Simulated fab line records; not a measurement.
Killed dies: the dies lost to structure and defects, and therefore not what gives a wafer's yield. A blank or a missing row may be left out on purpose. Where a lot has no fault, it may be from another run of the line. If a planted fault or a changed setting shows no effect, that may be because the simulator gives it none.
fab line records	flow n5-finfet
record lots=12	wafers=32	last-day=17
route steps=1938 shown BEOL_M9@1401
lots with no fault: from the same line, run without faults
start-h: hours from the record's opening day to when the first of the lot's shown wafers began	wait-h: how many hours have passed since the lot's step before this one	" as in the row above	L1.1+2: one row covering several wafers at once	- value missing, or start not given	* or withheld: withheld	< > ~ a bound
route shown NAME@n: names a module that has steps shown in the file, with the first one's number in the route	usual: mean and standard deviation over wafers with no fault	same: alike in all rows	chamber/n: place in a boat	sites: the reading at each site	_std_site: standard deviation of those values	_edge_site: outer sites' mean less inner sites'	radius-mm: how far each site lies from the wafer's centre	mask NAME#n: copy n	behind: the most recent tool/chamber to have shaped the wafer	hold: what put the lot on hold/how long, in hours/how the hold closed	device: transistor that didn't switch, given as n, p or np	end of line: at the end of the route, the tests of the same wafers	for a step that has no rows: nothing shown but its recipe	killed: not the wafer's yield, but the dies lost to structure and defects at the first sort	map: shows each die of a wafer: x if killed, . if not, _ if none is there
set.NAME: the run value of the setting; set.NAME@STEP: its run value at that earlier step	model.NAME: the simulator's own value behind a step, which no gauge read
route steps across a sampled set of lots; one table per step, one row per wafer
services: the hour from which a tool's chamber was out of use, counted from the record's first day as start-h (under 0 if before that day), plus the number of hours and why
## steps
# step N5_BEOL_M9_ILD_DEP_00
# recipe material=SiCOH_lowk	target-thk-a=3085.1	temp-c=300	precursor=DEMS/porogen	pressure-torr=5	rf-w=500	time-s=58
# usual heater-power-w=292/31	showerhead-plenum-p-Torr=5.749/0.013	throttle-valve-pct=13.7/0.66
lot.wafer	tool	chamber	start-h	wait-h	heater-power-w	showerhead-plenum-p-Torr	throttle-valve-pct
L553.2	pecvd-01	2	211.20	0.0	268	5.744	13.4
L553.5	"	0	"	"	330	5.758	13.5
L553.6	"	1	"	"	312	5.735	13.4
L557.1	pecvd-02	2	234.31	0.0	289	5.771	13.8
L557.5	"	2	"	"	216	5.757	13.6
L556.4	pecvd-02	2	237.74	0.1	237	5.762	13.3
L556.5	"	1	"	"	284	5.745	14.6
L556.6	"	0	"	"	272	5.753	13.3
L558.2	pecvd-02	0	240.29	0.0	286	5.771	13.2
L558.3	"	1	"	"	308	5.741	14.6
L558.6	"	2	"	"	255	5.759	13.6
L560.2	pecvd-01	0	254.37	0.0	284	5.754	13.5
L560.4	"	0	"	"	284	5.748	13.6
L560.5	"	1	"	"	285	5.717	13.2
L561.1	pecvd-02	0	259.49	0.0	297	5.749	13.1
L561.3	"	2	"	"	265	5.768	13.5
L561.4	"	1	"	"	301	5.742	14.9
L562.1	pecvd-03	2	269.84	0.0	345	5.755	12.3
L562.2	"	0	"	"	234	5.742	14.7
L562.4	"	0	"	"	245	5.754	14.8
L570.2	pecvd-03	2	320.24	0.0	296	5.736	12.6
L570.4	"	0	"	"	265	5.767	14.5
L570.5	"	2	"	"	316	5.740	12.5
L572.2	pecvd-02	0	320.55	0.0	309	5.768	12.9
L572.3	"	2	"	"	276	5.753	13.8
L571.2	pecvd-01	0	322.89	0.0	346	5.731	13.7
L571.3	"	1	"	"	293	5.747	13.5
L575.4	pecvd-01	1	339.73	0.1	303	5.722	13.4
L575.6	"	2	"	"	244	5.753	13.5
L574.1	pecvd-03	0	340.24	0.0	258	5.752	14.4
L574.4	"	2	"	"	362	5.742	12.3
L574.6	"	0	"	"	263	5.748	14.2
# step N5_BEOL_M9_HM_OPEN_17
# recipe chemistry=Cl2/BCl3	target-depth-a=200	overetch-a=60	target=TiN	mask-material=SOC	ion-energy-ev=150	pressure-mtorr=10	icp-w=1000	bias-w=126	Cl2_flow_sccm=53.25	bcl3-flow-sccm=21.75	Ar_flow_sccm=25
# usual bcl3-flow-sccm=21.74/0.075	drypump-motor-current-A=5.80/0.23	oes-product-au=0.66/0.033	throttle-valve-pct=22.2/0.32
lot.wafer	tool	chamber	start-h	wait-h	bcl3-flow-sccm	drypump-motor-current-A	oes-product-au	rf-hours-counter-h	throttle-valve-pct
L553.2	rie-metal-03	0	214.25	0.0	21.84	5.78	0.64	55	22.1
L553.5	"	1	"	"	21.65	5.82	0.68	-	22.3
L553.6	"	0	"	"	21.76	5.80	0.64	-	22.0
L557.1	rie-metal-03	1	236.58	0.0	21.78	5.84	0.68	41	22.3
L557.5	"	0	"	"	21.82	5.79	0.64	-	22.0
L556.4	rie-metal-02	1	240.06	0.1	21.71	5.92	0.66	-	22.8
L556.5	"	0	"	"	21.71	6.02	0.73	-	21.9
L556.6	"	1	"	"	21.65	5.93	0.66	-	22.9
L558.2	rie-metal-03	0	242.71	0.0	21.80	5.76	0.65	58	22.0
L558.3	"	0	"	"	21.69	5.83	0.64	-	22.0
L558.6	"	1	"	"	21.65	5.82	0.68	-	22.3
L560.2	rie-metal-03	0	257.60	0.0	21.82	5.80	0.64	59	22.0
L560.4	"	1	"	"	21.72	5.85	0.67	-	22.3
L560.5	"	1	"	"	21.73	5.83	0.67	-	22.3
L561.1	rie-metal-03	0	262.12	0.0	21.71	5.79	0.63	60	22.1
L561.3	"	0	"	"	21.54	5.77	0.63	-	22.1
L561.4	"	1	"	"	21.61	5.82	0.66	-	22.3
L562.1	rie-metal-01	1	273.68	0.0	21.64	5.22	0.60	66	22.2
L562.2	"	0	"	"	21.68	5.99	0.66	44	21.8
L562.4	"	1	"	"	21.61	5.21	0.61	-	22.2
L570.2	rie-metal-03	0	322.05	0.0	21.73	5.83	0.62	67	22.1
L570.4	"	0	"	"	21.70	5.77	0.63	-	22.0
L570.5	"	0	"	"	21.75	5.80	0.63	-	22.1
L572.2	rie-metal-03	1	322.42	0.0	21.73	5.83	0.66	50	22.3
L572.3	"	1	"	"	21.73	5.81	0.66	-	22.3
L571.2	rie-metal-01	0	325.75	0.0	21.99	5.97	0.65	49	21.8
L571.3	"	1	"	"	21.80	5.23	0.61	-	22.2
L575.4	rie-metal-02	1	342.67	0.1	21.67	5.86	0.65	-	22.8
L575.6	"	0	"	"	21.77	6.00	0.70	-	21.9
L574.1	rie-metal-01	1	342.91	0.0	21.92	5.24	0.60	70	22.2
L574.4	"	1	"	"	21.87	5.21	0.60	-	22.2
L574.6	"	1	"	"	21.82	5.18	0.60	-	22.2
# step N5_BEOL_M9_STRIP_19
# recipe chemistry=O2	power-w=400	temp-c=40	pressure-mtorr=30	rf-frequency-hz=6e+07	bias-power-w=0	overash-fraction=0.2	o2-flow-sccm=225
# usual drypump-motor-current-A=6.0/0.62	oes-product-au=0.78/0.062	rf-vpp-V=3.6/0.65	showerhead-plenum-p-Torr=2.08/0.059	temp-c=39.98/0.099	throttle-valve-pct=16.62/0.18
lot.wafer	tool	chamber	start-h	wait-h	drypump-motor-current-A	oes-product-au	rf-hours-counter-h	rf-vpp-V	showerhead-plenum-p-Torr	temp-c	throttle-valve-pct
L553.2	rie-diel-01	3	214.40	0.1	6.3	0.72	189	3.9	2.10	40.17	16.54
L553.5	"	0	"	"	5.1	0.90	-	3.4	2.06	39.95	16.39
L553.6	"	1	"	"	6.4	0.87	-	3.7	2.13	40.03	16.75
L557.1	rie-diel-04	0	236.69	0.1	6.1	0.72	190	4.5	2.16	39.98	16.72
L557.5	"	2	"	"	5.7	0.72	-	4.2	2.01	39.82	16.66
L556.4	rie-diel-02	2	240.14	0.1	6.2	0.87	37	4.0	2.22	40.05	16.45
L556.5	"	2	"	"	6.2	0.86	-	3.5	2.22	39.91	16.46
L556.6	"	1	"	"	5.3	0.73	-	2.0	2.06	39.86	16.51
L558.2	rie-diel-01	2	242.82	0.1	6.8	0.78	140	4.8	2.02	40.06	16.34
L558.3	"	0	"	"	5.1	0.87	56	3.4	2.05	39.98	16.39
L558.6	"	2	"	"	6.8	0.78	-	3.8	2.02	40.08	16.35
L560.2	rie-diel-02	3	257.71	0.1	6.0	0.68	202	3.4	2.10	39.83	17.15
L560.4	"	1	"	"	5.4	0.74	185	3.6	2.06	39.84	16.48
L560.5	"	3	"	"	6.0	0.68	-	3.5	2.10	40.01	17.17
L561.1	rie-diel-01	3	262.28	0.1	6.2	0.71	205	3.7	2.09	39.98	16.57
L561.3	"	2	"	"	6.8	0.77	146	2.6	2.02	40.14	16.36
L561.4	"	0	"	"	5.1	0.86	62	3.1	2.05	40.10	16.40
L562.1	rie-diel-01	2	273.79	0.1	6.8	0.77	150	3.5	2.02	39.85	16.35
L562.2	"	3	"	"	6.3	0.71	208	4.9	2.09	39.98	16.58
L562.4	"	1	"	"	6.4	0.84	72	2.3	2.12	40.02	16.79
L570.2	rie-diel-01	1	322.16	0.1	6.3	0.82	88	3.5	2.12	39.88	16.82
L570.4	"	2	"	"	6.8	0.75	165	2.8	2.01	39.97	16.38
L570.5	"	2	"	"	6.8	0.76	-	3.9	2.01	40.05	16.38
L572.2	rie-diel-04	3	322.53	0.1	6.7	0.76	180	2.7	2.01	39.97	16.60
L572.3	"	2	"	"	5.8	0.70	210	4.2	2.01	39.80	16.69
L571.2	rie-diel-04	0	325.89	0.1	6.1	0.70	218	2.7	2.15	40.07	16.77
L571.3	"	1	"	"	5.0	0.81	78	4.2	2.15	39.88	16.82
L575.4	rie-diel-04	3	342.91	0.2	6.6	0.76	-	3.6	2.01	40.03	16.60
L575.6	"	1	"	"	5.0	0.79	-	3.8	2.15	40.08	16.85
L574.1	rie-diel-04	0	343.05	0.1	6.1	0.69	225	3.2	2.14	40.00	16.80
L574.4	"	0	"	"	6.1	0.69	-	4.4	2.14	39.95	16.78
L574.6	"	3	"	"	6.7	0.76	-	2.2	2.01	39.99	16.59
# step N5_BEOL_M9_COAT_75
# recipe resist=underlayer	temp-c=205	time-s=60	spin-rpm=1500	resist-thk-nm=5
# usual spin-speed-rpm=1500.3/1
lot.wafer	tool	chamber	start-h	wait-h	spin-speed-rpm
L553.2	litho-track-05	0	216.68	-	1500.5
L553.5	"	0	"	"	1500.6
L553.6	"	0	"	"	1500.1
L557.1	litho-track-05	0	236.89	-	1500.2
L557.5	"	0	"	"	1499.9
L556.4	litho-track-05	0	240.26	-	1500.0
L556.5	"	0	"	"	1499.7
L556.6	"	0	"	"	1500.6
L558.2	litho-track-05	0	243.09	-	1500.5
L558.3	"	0	"	"	1500.5
L558.6	"	0	"	"	1498.8
L560.2	litho-track-05	0	257.82	-	1451.9
L560.4	"	0	"	"	1451.3
L560.5	"	0	"	"	1452.2
L561.1	litho-track-05	0	265.54	-	1450.9
L561.3	"	0	"	"	1453.3
L561.4	"	0	"	"	1450.7
L562.1	litho-track-05	0	276.28	-	1452.7
L562.2	"	0	"	"	1453.4
L562.4	"	0	"	"	1454.3
L570.2	litho-track-02	0	322.72	-	1500.6
L570.4	"	0	"	"	1501.8
L570.5	"	0	"	"	1501.2
L572.2	litho-track-04	0	322.72	-	1500.4
L572.3	"	0	"	"	1498.0
L571.2	litho-track-02	0	327.15	-	1500.5
L571.3	"	0	"	"	1499.8
L575.4	litho-track-02	0	346.11	-	1501.6
L575.6	"	0	"	"	1500.6
L574.1	litho-track-04	0	348.23	-	1499.4
L574.4	"	0	"	"	1501.2
L574.6	"	0	"	"	1499.9
## services
tool	chamber	start-h	hours	kind
pecvd-03	1	189.52	2.1	scheduled-down
pecvd-03	-	205.77	3.3	repair
rie-diel-01	2	220.07	16.1	repair
rie-metal-01	-	225.67	1.5	repair
pecvd-01	-	227.49	1.4	repair
pecvd-03	2	231.16	2.1	scheduled-down
pecvd-03	2	233.29	-	clean
pecvd-03	2	233.29	-	consumable-replace:showerhead
pecvd-03	2	233.29	29.0	scheduled-down
pecvd-03	2	233.29	29.0	vent-cycle
litho-track-04	-	260.47	-	consumable-replace:filter
pecvd-02	2	262.76	15.1	repair
rie-diel-02	0	264.59	16.2	repair
pecvd-02	-	268.90	14.6	pm
rie-diel-02	-	271.50	14.6	pm
rie-metal-01	-	281.69	1.1	repair
pecvd-03	-	300.66	0.8	pm
rie-diel-04	1	310.45	4.1	repair
rie-metal-03	0	323.04	36.5	repair
pecvd-03	2	323.58	5.5	scheduled-down
litho-track-02	-	328.68	-	consumable-replace:filter
pecvd-02	1	333.32	4.9	repair
## key
first-sign step=N5_BEOL_M9_COAT_75	reading=spin-speed-rpm	direction=down	sigmas=47	usual=*	struck=*
effect none on later readings
met-at N5_BEOL_M9_COAT_75
struck-lots L560,L561,L562
not-acting-at N5_BEOL_M9_ILD_DEP_00,N5_BEOL_M9_HM_OPEN_17,N5_BEOL_M9_STRIP_19
onset-between 243.09 257.82
fault kind=process-parameter-drift	tool=litho-track-05	chamber=-	onset-h=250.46	steps=N5_BEOL_M9_COAT_75	channel=spin-rpm	offset=*	shape=step	end-h=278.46	acts-in=*	stated=*
